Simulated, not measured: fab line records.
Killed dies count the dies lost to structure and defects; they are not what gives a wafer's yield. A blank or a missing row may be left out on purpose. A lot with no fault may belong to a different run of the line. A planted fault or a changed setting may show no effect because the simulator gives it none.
Chamber matching :: flow n5_finfet :: 4 sister chambers for N5_BEOL_M8_ETCH_65 on rie_diel-03
The step etches SiARC in CF4, target depth 15.6 nm, time 26 s. 18 wafers are shown with their chamber, then 9 later ones without.

== WAFERS, EACH WITH ITS CHAMBER ==
wafer: L074.1
chamber: 0
showerhead_plenum_p_Torr (Torr): 2.20
etch_rf_on_time_s (s): 26.3
throttle_valve_pct (%): 15.65

wafer: L074.3
chamber: 3
showerhead_plenum_p_Torr (Torr): 2.11
etch_rf_on_time_s (s): 26.4
throttle_valve_pct (%): 15.75

wafer: L074.5
chamber: 2
showerhead_plenum_p_Torr (Torr): 2.12
etch_rf_on_time_s (s): 26.7
throttle_valve_pct (%): 15.80

wafer: L077.1
chamber: 1
showerhead_plenum_p_Torr (Torr): 2.11
etch_rf_on_time_s (s): 25.6
throttle_valve_pct (%): 15.47

wafer: L077.4
chamber: 3
showerhead_plenum_p_Torr (Torr): 2.10
etch_rf_on_time_s (s): 26.5
throttle_valve_pct (%): 15.77

wafer: L077.6
chamber: 0
showerhead_plenum_p_Torr (Torr): 2.20
etch_rf_on_time_s (s): 25.9
throttle_valve_pct (%): 15.66

wafer: L080.1
chamber: 2
showerhead_plenum_p_Torr (Torr): 2.12
etch_rf_on_time_s (s): 26.5
throttle_valve_pct (%): 15.83

wafer: L080.2
chamber: 3
showerhead_plenum_p_Torr (Torr): 2.10
etch_rf_on_time_s (s): 25.2
throttle_valve_pct (%): 15.31

wafer: L080.6
chamber: 3
showerhead_plenum_p_Torr (Torr): 2.10
etch_rf_on_time_s (s): 25.5
throttle_valve_pct (%): 15.28

wafer: L079.2
chamber: 3
showerhead_plenum_p_Torr (Torr): 2.10
etch_rf_on_time_s (s): 25.5
throttle_valve_pct (%): 15.28

wafer: L079.3
chamber: 1
showerhead_plenum_p_Torr (Torr): 2.11
etch_rf_on_time_s (s): 25.7
throttle_valve_pct (%): 15.52

wafer: L079.5
chamber: 0
showerhead_plenum_p_Torr (Torr): 2.19
etch_rf_on_time_s (s): 26.1
throttle_valve_pct (%): 15.69

wafer: L083.1
chamber: 0
showerhead_plenum_p_Torr (Torr): 2.19
etch_rf_on_time_s (s): 25.7
throttle_valve_pct (%): 15.21

wafer: L083.3
chamber: 2
showerhead_plenum_p_Torr (Torr): 2.11
etch_rf_on_time_s (s): 26.7
throttle_valve_pct (%): 15.86

wafer: L083.5
chamber: 3
showerhead_plenum_p_Torr (Torr): 2.10
etch_rf_on_time_s (s): 25.6
throttle_valve_pct (%): 15.31

wafer: L082.3
chamber: 3
showerhead_plenum_p_Torr (Torr): 2.10
etch_rf_on_time_s (s): 25.5
throttle_valve_pct (%): 15.30

wafer: L082.4
chamber: 2
showerhead_plenum_p_Torr (Torr): 2.11
etch_rf_on_time_s (s): 26.9
throttle_valve_pct (%): 15.84

wafer: L082.5
chamber: 0
showerhead_plenum_p_Torr (Torr): 2.19
etch_rf_on_time_s (s): 25.4
throttle_valve_pct (%): 15.21

SIGNATURES (averages over the wafers above)
reading: showerhead_plenum_p_Torr
chamber 0: 2.1940
chamber 1: 2.1100
chamber 2: 2.1150
chamber 3: 2.1014
scatter within a chamber: 0.00467

reading: etch_rf_on_time_s
chamber 0: 25.880
chamber 1: 25.650
chamber 2: 26.700
chamber 3: 25.743
scatter within a chamber: 0.385

reading: throttle_valve_pct
chamber 0: 15.4840
chamber 1: 15.4950
chamber 2: 15.8325
chamber 3: 15.4286
scatter within a chamber: 0.201
Rule: distance of a wafer from a chamber = root of the sum over the readings of ((wafer's reading minus chamber's mean) / reading's scatter) squared. The wafer belongs to the nearest chamber; if the next one is less than 2 further off, it can't be placed. The scatter: take each reading less its chamber's mean, square it, sum over the shown wafers, divide by the number of wafers less the number of chambers, and take the root.

== WAFERS MISSING THEIR CHAMBER ==
wafer: L090.1
showerhead_plenum_p_Torr (Torr): 2.11
etch_rf_on_time_s (s): 27.3
throttle_valve_pct (%): 15.87

wafer: L090.2
showerhead_plenum_p_Torr (Torr): 2.10
etch_rf_on_time_s (s): 25.9
throttle_valve_pct (%): 15.32

wafer: L090.3
showerhead_plenum_p_Torr (Torr): 2.19
etch_rf_on_time_s (s): 25.9
throttle_valve_pct (%): 15.22

wafer: L092.1
showerhead_plenum_p_Torr (Torr): 2.11
etch_rf_on_time_s (s): 27.0
throttle_valve_pct (%): 15.90

wafer: L092.4
showerhead_plenum_p_Torr (Torr): 2.09
etch_rf_on_time_s (s): 25.6
throttle_valve_pct (%): 15.33

wafer: L092.5
showerhead_plenum_p_Torr (Torr): 2.09
etch_rf_on_time_s (s): 25.5
throttle_valve_pct (%): 15.35

wafer: L095.2
showerhead_plenum_p_Torr (Torr): 2.18
etch_rf_on_time_s (s): 25.6
throttle_valve_pct (%): 15.23

wafer: L095.4
showerhead_plenum_p_Torr (Torr): 2.10
etch_rf_on_time_s (s): 25.7
throttle_valve_pct (%): 15.56

wafer: L095.6
showerhead_plenum_p_Torr (Torr): 2.09
etch_rf_on_time_s (s): 25.5
throttle_valve_pct (%): 15.35

== CHAMBER TAKEN BY EACH ==
wafer: L090.1
from the rows above: 2
in truth: 2

wafer: L090.2
from the rows above: can't be placed: 3 or 1
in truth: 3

wafer: L090.3
from the rows above: 0
in truth: 0

wafer: L092.1
from the rows above: 2
in truth: 2

wafer: L092.4
from the rows above: can't be placed: 3 or 1
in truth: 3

wafer: L092.5
from the rows above: can't be placed: 3 or 1
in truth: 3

wafer: L095.2
from the rows above: 0
in truth: 0

wafer: L095.4
from the rows above: can't be placed: 3 or 1
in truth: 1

wafer: L095.6
from the rows above: can't be placed: 3 or 1
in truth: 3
Correct placement for 4 of the 9. Not placeable from these rows: 5 (in 5, the candidates include the true chamber). Placed wrongly: 0.
